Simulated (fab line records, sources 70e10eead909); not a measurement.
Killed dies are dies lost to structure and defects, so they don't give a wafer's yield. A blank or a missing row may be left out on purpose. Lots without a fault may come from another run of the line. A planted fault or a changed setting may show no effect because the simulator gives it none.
Chamber matching | flow nand_harc | NHARC_A_CONTACT_DESCUM_74 on rie_diel-11: 4 sister chambers
The step chemistry O2, time 3 s. 14 wafers are shown with their chamber, then 7 later ones without.

WAFERS WITH THEIR CHAMBER
wafer  | chamber | showerhead_plenum_p_Torr (Torr) | oes_product_au (a.u.) | rf_vpp_V (V)
L791.2 | 2       | 1.80                            | 1.011                 | 59.1
L791.3 | 0       | 1.95                            | 1.003                 | 60.9
L791.4 | 1       | 1.94                            | 0.985                 | 58.4
L793.1 | 2       | 1.80                            | 1.010                 | 57.9
L793.5 | 0       | 1.95                            | 0.998                 | 57.1
L793.6 | 3       | 2.02                            | 1.003                 | 59.3
L797.3 | 3       | 2.02                            | 1.004                 | 58.1
L797.4 | 0       | 1.94                            | 1.007                 | 58.4
L797.6 | 2       | 1.80                            | 1.005                 | 57.4
L798.2 | 2       | 1.80                            | 0.993                 | 57.0
L798.4 | 0       | 1.94                            | 0.992                 | 60.0
L798.5 | 3       | 2.02                            | 1.003                 | 59.2
L804.1 | 2       | 1.80                            | 1.008                 | 55.5
L804.2 | 0       | 1.94                            | 1.000                 | 58.0

SIGNATURES (means of the wafers above)
reading                  | chamber 0 | chamber 1 | chamber 2 | chamber 3 | scatter within a chamber
showerhead_plenum_p_Torr | 1.9440    | 1.9400    | 1.8000    | 2.0200    | 0.00346
oes_product_au           | 1.00000   | 0.98500   | 1.00540   | 1.00333   | 0.00583
rf_vpp_V                 | 58.880    | 58.400    | 57.380    | 58.867    | 1.32
Rule: a wafer's distance from a chamber is the root of the sum, over the readings, of the square of ((its reading less the chamber's mean) divided by the reading's scatter). The wafer belongs to the nearest chamber; if the next one is less than 2 further off, it can't be placed. The scatter: the root of (the sum of the squares of (reading less its chamber's mean) over the shown wafers, divided by (wafers less chambers)).

WAFERS WITHOUT THEIR CHAMBER
wafer  | showerhead_plenum_p_Torr (Torr) | oes_product_au (a.u.) | rf_vpp_V (V)
L804.3 | 2.01                            | 0.984                 | 57.4
L806.1 | 2.01                            | 0.986                 | 58.8
L806.2 | 1.94                            | 0.999                 | 57.8
L806.4 | 1.80                            | 1.007                 | 57.1
L809.1 | 1.79                            | 1.003                 | 57.8
L809.2 | 2.01                            | 0.993                 | 58.0
L809.5 | 1.79                            | 1.011                 | 57.2

WHICH CHAMBER EACH WENT THROUGH
wafer  | from the rows above     | in truth
L804.3 | 3                       | 3
L806.1 | 3                       | 3
L806.2 | can't be placed: 0 or 1 | 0
L806.4 | 2                       | 2
L809.1 | 2                       | 2
L809.2 | 3                       | 3
L809.5 | 2                       | 2
Placed correctly: 6 of 7. Can't be placed from these rows: 1 (the true chamber is among the candidates in 1). Placed wrongly: 0.
